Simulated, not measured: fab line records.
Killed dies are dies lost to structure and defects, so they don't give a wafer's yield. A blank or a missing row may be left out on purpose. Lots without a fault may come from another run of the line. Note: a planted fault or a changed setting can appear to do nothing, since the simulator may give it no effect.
Commonality check across tools ; flow nand harc ; 13 lots and 39 wafers in the sample

THE REASON FOR OPENING IT
At NHARC_P_GATE_INSPECT_28 the reading raw defect count is flagged on 2 of 13 lots. Fault-free wafers read 6, with a standard deviation of 3.1.
Rule: a lot gets a flag if all its wafers with a number sit over 4 standard deviations from that mean, or if no wafer of it has a number. As for the other lots, they are considered sound.

lot;measured;on;raw defect count, wafer by wafer;flag
L426;day 5 13:08;defect inspect-02;3 7 10;
L428;day 6 05:14;defect inspect-02;11 6 9;
L430;day 7 10:59;defect inspect-01;3 5 2;
L431;day 7 14:30;defect inspect-02;5 5 4;
L432;day 7 21:47;defect inspect-01;41 49 44;FLAGGED
L435;day 9 07:18;defect inspect-01;40 32 45;FLAGGED
L442;day 12 02:16;defect inspect-02;3 3 5;
L443;day 12 13:15;defect inspect-02;7 1 4;
L444;day 12 21:22;defect inspect-02;9 7 12;
L445;day 13 07:19;defect inspect-02;7 11 5;
L446;day 13 16:50;defect inspect-02;8 10 5;
L447;day 14 03:20;defect inspect-02;6 5 7;
L448;day 14 16:44;defect inspect-01;6 6 9;
On average the flagged lots' numbers are 42, which is +36 against the usual, or +12 standard deviations.

LOT BY LOT: THE TOOL USED
2 process steps preceding the reading are held in the record, out of 1302 steps in the route. Cell contents, in order: the tool; ch with the chambers the sampled wafers went through; the start.
lot;flag;NHARC_P_GATE_OXIDE_02;NHARC_P_GATE_DEP_103
L426;;furnace-07 ch 0, day 4 17:44;pecvd-04 ch 0, day 5 12:17
L428;;furnace-07 ch 0, day 5 08:04;pecvd-04 ch 0,2, day 6 04:34
L430;;furnace-01 ch 0, day 6 15:01;pecvd-04 ch 0,1,2, day 7 10:11
L431;;furnace-01 ch 0, day 6 15:01;pecvd-03 ch 0,1,2, day 7 13:42
L432;FLAGGED;furnace-01 ch 0, day 7 02:21;pecvd-01 ch 0,2, day 7 21:08
L435;FLAGGED;furnace-01 ch 0, day 8 11:27;pecvd-03 ch 1,2, day 9 06:30
L442;;furnace-01 ch 0, day 11 05:12;pecvd-04 ch 0,1,2, day 12 01:32
L443;;furnace-01 ch 0, day 11 13:52;pecvd-03 ch 0,1, day 12 12:28
L444;;furnace-07 ch 0, day 11 23:33;pecvd-01 ch 0,1,2, day 12 20:34
L445;;furnace-01 ch 0, day 12 10:01;pecvd-03 ch 0,1, day 13 06:40
L446;;furnace-01 ch 0, day 12 19:11;pecvd-04 ch 0,1,2, day 13 16:03
L447;;furnace-07 ch 0, day 13 07:26;pecvd-04 ch 0,1,2, day 14 02:32
L448;;furnace-01 ch 0, day 13 21:10;pecvd-01 ch 0,1,2, day 14 15:56
These steps, and what they do:
- NHARC_P_GATE_OXIDE_02: material SiO2, target thk 37.5 nm, ox time 365 s.
- NHARC_P_GATE_DEP_103: deposits SiON, target thk 30 nm.
- NHARC_P_GATE_INSPECT_28

FLAGGED OVER TOTAL, TOOL BY TOOL (the gauges that took the reading come last)
step;tool;lots run;flagged;share of the flagged lots;sound lots run after its first flagged lot
NHARC_P_GATE_OXIDE_02;furnace-01;9;2;all;5 (L442,L443,L445,L446,L448)
NHARC_P_GATE_OXIDE_02;furnace-07;4;0;none;-
NHARC_P_GATE_DEP_103;pecvd-01;3;1;some;2 (L444,L448)
NHARC_P_GATE_DEP_103;pecvd-03;4;1;some;2 (L443,L445)
NHARC_P_GATE_DEP_103;pecvd-04;6;0;none;-
NHARC_P_GATE_INSPECT_28;defect inspect-01;4;2;all;1 (L448)
NHARC_P_GATE_INSPECT_28;defect inspect-02;9;0;none;-

WHAT THE TABLE PERMITS
Table rows that saw every flagged lot: 2, namely furnace-01 at NHARC_P_GATE_OXIDE_02 and defect inspect-01 at NHARC_P_GATE_INSPECT_28.
- furnace-01 at NHARC_P_GATE_OXIDE_02: 2 of its 9 lots flagged. After the first flagged lot (L442, L443, L445, L446, L448), sound lots still ran on it; a lasting fault on the whole tool would not permit that.
- defect inspect-01 at NHARC_P_GATE_INSPECT_28: 2 of its 4 lots flagged. After the first flagged lot (L448), sound lots still ran on it; a lasting fault on the whole tool would not permit that.
Every row of the table either missed a flagged lot or ran a sound lot after the first.

WHAT WAS PUT IN BY THE SIMULATOR
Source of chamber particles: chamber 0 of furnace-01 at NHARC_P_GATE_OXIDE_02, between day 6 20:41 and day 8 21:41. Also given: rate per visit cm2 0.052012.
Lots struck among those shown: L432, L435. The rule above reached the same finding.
